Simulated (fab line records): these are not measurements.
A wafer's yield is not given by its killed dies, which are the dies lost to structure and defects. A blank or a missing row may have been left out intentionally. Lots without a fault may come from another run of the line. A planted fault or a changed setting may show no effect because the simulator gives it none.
Split-lot experiment    flow n5Finfet    route with 1938 steps; 7 lots, 21 wafers read

## THE SPLIT ITSELF
At N5_BEOL_M7_TRENCH_ETCH_37 (etches SiCOH lowk in C4F6/O2, target depth 93.478 nm, time 31.2 s), the setting timeS was moved away from the recipe's 31.2 s on 8 of the 21 wafers read, by -22.2% to +18.5%. The other wafers ran this setting at the recipe's value.

## FROM THE SPLIT TO THE READING: what the file shows between them, 11 steps
- N5_BEOL_M7_ETCH_41: etches SiCN in CH3F/O2, target depth 31.9 nm, time 57.8 s (also split here: sourceW)
- N5_BEOL_M7_STRIP_80: strips in N2/H2, time 10 s
- N5_BEOL_M7_OCD_MEAS_38
- N5_BEOL_M7_HM_STRIP_39: strips TiN in peroxide tin strip, target depth 25 nm, time 158 s
- N5_BEOL_M7_SRD_40: time 30 s
- N5_BEOL_M7_ECD_50: material Cu, target thk 300 nm
- N5_BEOL_M7_ANNEAL_51: time 90 s
- N5_BEOL_M7_CMP_52: polishes, stops on SiCOH lowk, t overpolish 6.9 s, target thk 80 nm
- N5_BEOL_M7_THK_MEAS_53: measures by xrf
- N5_BEOL_M7_PRE_CLEAN_55: time 15 s
- N5_BEOL_M7_DEP_56: deposits SiCN from 3MS/NH3, target thk 10 nm, time 17.5 s

## THE READING
At N5_BEOL_M7_RS_MEAS_57, a four-point-probe measurement gives M7_RS in ohm/sq. Fault-free wafers of this fab line usually give 0.283 ohm/sq, standard deviation 0.0092 ohm/sq.

wafer   tool, chamber at the split  timeS as run, s  against the recipe  M7_RS, ohm/sq  against lot-mates on the recipe
L074.3  rieDiel-06, 2               31.2             recipe              0.312          -
L074.4  rieDiel-06, 0               36.97            +18.5%              0.238          -0.065
L074.6  rieDiel-06, 0               31.2             recipe              0.293          -
L075.1  rieDiel-03, 2               24.27            -22.2%              0.411          +0.132
L075.2  rieDiel-03, 3               24.27            -22.2%              0.401          +0.122
L075.3  rieDiel-03, 1               31.2             recipe              0.279          -
L077.2  rieDiel-03, 0               33.1             +6.1%               0.269          -0.016
L077.3  rieDiel-03, 3               31.2             recipe              0.288          -
L077.5  rieDiel-03, 2               31.2             recipe              0.282          -
L078.2  rieDiel-06, 0               31.2             recipe              0.290          -
L078.5  rieDiel-06, 3               31.2             recipe              0.280          -
L078.6  rieDiel-06, 2               31.2             recipe              0.292          -
L087.1  rieDiel-03, 1               31.2             recipe              0.278          -
L087.3  rieDiel-03, 0               31.2             recipe              0.281          -
L087.4  rieDiel-03, 2               31.2             recipe              0.288          -
L092.3  rieDiel-06, 1               34.02            +9.0%               0.268          -0.017
L092.4  rieDiel-06, 0               31.2             recipe              0.285          -
L092.6  rieDiel-06, 1               34.02            +9.0%               0.267          -0.018
L097.1  rieDiel-05, 0               25.93            -16.9%              0.343          +0.071
L097.4  rieDiel-05, 2               31.2             recipe              0.272          -
L097.5  rieDiel-05, 0               25.93            -16.9%              0.357          +0.085

FIT RESULTS
A straight line over all 21 wafers: M7_RS changes by -0.0041 ohm/sq for each +1% of timeS; r = -0.95; the points scatter about the line by 0.014 ohm/sq.
The same after taking each lot's own level away (the mean of its wafers on the recipe; 21 wafers): -0.0046 ohm/sq for each +1%; r = -0.97; scatter 0.012 ohm/sq.
The reading moves by 0.1 ohm/sq for the largest change in timeS, on that fit.
Measured against the standard deviation above, the lots' own levels, which go from 0.2720 to 0.3025 ohm/sq, span 3.3 times it.
So the slope is not independent of the lot-to-lot level: the two fits are not the same.
Check: for one of the wafers moved furthest among these (-22.2%), held out of the fit, the line's prediction against its lot-mates is +0.1 ohm/sq. It came out at +0.132 ohm/sq against them.

## OTHER SPLITS ON THESE WAFERS
Other splits were also applied to these wafers ahead of the reading. Each is held against what the fit with the lots' levels taken away leaves over:
other split on the same wafers  wafers away from the commonest value  r with M7_RS (lot level and that fit taken away)
N5_BEOL_M7_ETCH_41 sourceW      7                                     -0.15

## THE WHOLE CHAIN: every reading that the file lists as answering this split, in the file's order
step                       what it does                                                         reading                                                                      change (the file's fit)                r (the file's)
N5_BEOL_M7_TRENCH_ETCH_37  etches SiCOH lowk in C4F6/O2, target depth 93.478 nm, time 31.2 s    BEOL_M7.featureDepthNm (the simulator's own value, which no gauge read)      +0.961 nm for each +1% of the setting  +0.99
N5_BEOL_M7_TRENCH_ETCH_37  etches SiCOH lowk in C4F6/O2, target depth 93.478 nm, time 31.2 s    etch.depthNm (the simulator's own value, which no gauge read)                +0.962 nm for each +1% of the setting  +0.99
N5_BEOL_M7_OCD_MEAS_38                                                                          trenchDepthNm                                                                +0.967 nm for each +1% of the setting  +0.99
N5_BEOL_M7_CMP_52          polishes, stops on SiCOH lowk, t overpolish 6.9 s, target thk 80 nm  Cu_of_BEOL_M7_ECD_50.thkNm (the simulator's own value, which no gauge read)  +0.923 nm for each +1% of the setting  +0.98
N5_BEOL_M7_THK_MEAS_53     measures by xrf                                                      M7_THK                                                                       +0.928 for each +1% of the setting     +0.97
N5_BEOL_M7_RS_MEAS_57      measures by four-point-probe                                         M7_RS                                                                        -0.0045 for each +1% of the setting    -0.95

## THE FILE'S OWN FIT
M7_RS changes by -0.0045 ohm/sq for each +1% of timeS, r = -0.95.
